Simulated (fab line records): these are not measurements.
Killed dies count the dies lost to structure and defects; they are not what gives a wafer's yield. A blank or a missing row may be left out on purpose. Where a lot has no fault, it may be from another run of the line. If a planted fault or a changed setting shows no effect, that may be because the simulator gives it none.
Struck lot and sound lot, side by side    flow nandHarc    14 steps out of a route of 1159
Sound: wafers L206.3, L206.4, L206.6. Struck: wafers L201.1, L201.3, L201.5. The cause is given at the end.
For every step that has rows: the tool of each side, followed by ch and its chambers, followed by its first start. Under that, the readings that differ: sound wafers    struck wafers    difference of the means    sigmas: that difference in standard deviations of wafers without a fault.
alike: a reading whose means differ by less than 2 such deviations, as well as words and numbers matching on both sides. not compared: withheld readings; readings where some wafer has no value; bounds like >300 that might hide an equal value; numbers whose values overlap and for which the record gives no deviation.
Wherever a step has rows on one side only, a row that says differs or no value, or a row with sigmas, the two part there. Numbers that have no deviation but don't overlap get no sigmas and don't part them. A reading that every wafer of one side lacks parts them only if that side has two wafers or more.

first, 4 steps without rows for these wafers: NHARC_P_GATE_EBR_07; NHARC_P_GATE_EXPOSE_08 (exposes mask P HV); NHARC_P_GATE_PEB_09 (peb time 85 s); NHARC_P_GATE_DEVELOP_10 (time 70 s).
NHARC_P_GATE_CD_MEAS_11: the cd target is 1640 nm.
  sound on cdSem-01 ch 0, day 7 19:56; struck on cdSem-03 ch 0, day 6 09:11
  alike: cdNm
then, 1 step without rows for these wafers: NHARC_P_GATE_HARDBAKE_12 (time 80 s).
NHARC_P_GATE_DESCUM_13: chemistry O2, time 3 s.
  sound on rieDiel-03 ch 0,1,2, day 7 20:06; struck on rieDiel-03 ch 0,1,2, day 6 09:22
  alike: drypumpMotorCurrentA, mfcArSccm, o2FlowSccm, oesProductAu, rfVppV, showerheadPlenumPTorr, throttleValvePct
  not compared: rfHoursCounterH
then, 5 steps without rows for these wafers: NHARC_P_GATE_ETCH_14 (etches SiO2 in dHF, target depth 48.8 nm); NHARC_P_GATE_STRIP_15 (strips in SPM, time 780 s); NHARC_P_GATE_PRECLEAN_71 (cleans in SC1); NHARC_P_GATE_SRD_72; NHARC_P_GATE_OXIDE_16 (material SiO2, target thk 3 nm, ox time 392 s).
NHARC_P_GATE_CVD_17: deposits poly-Si, target thk 150 nm, time 900 s.
  sound on lpcvdPoly-04 ch 0, day 8 05:42; struck on lpcvdPoly-03 ch 0, day 6 21:31
  alike: spikeTcCentreC, tubeCenterTempC, zonePowerTopPct
NHARC_P_GATE_HM_DEP_102: deposits aC, target thk 120 nm.
  sound on aclDep-03 ch 0, day 8 13:07; struck on aclDep-03 ch 0, day 7 01:28
  alike: throttleValvePct

## WHERE THEY PART
Nowhere in this record.

WHY: what had been put in by the simulator
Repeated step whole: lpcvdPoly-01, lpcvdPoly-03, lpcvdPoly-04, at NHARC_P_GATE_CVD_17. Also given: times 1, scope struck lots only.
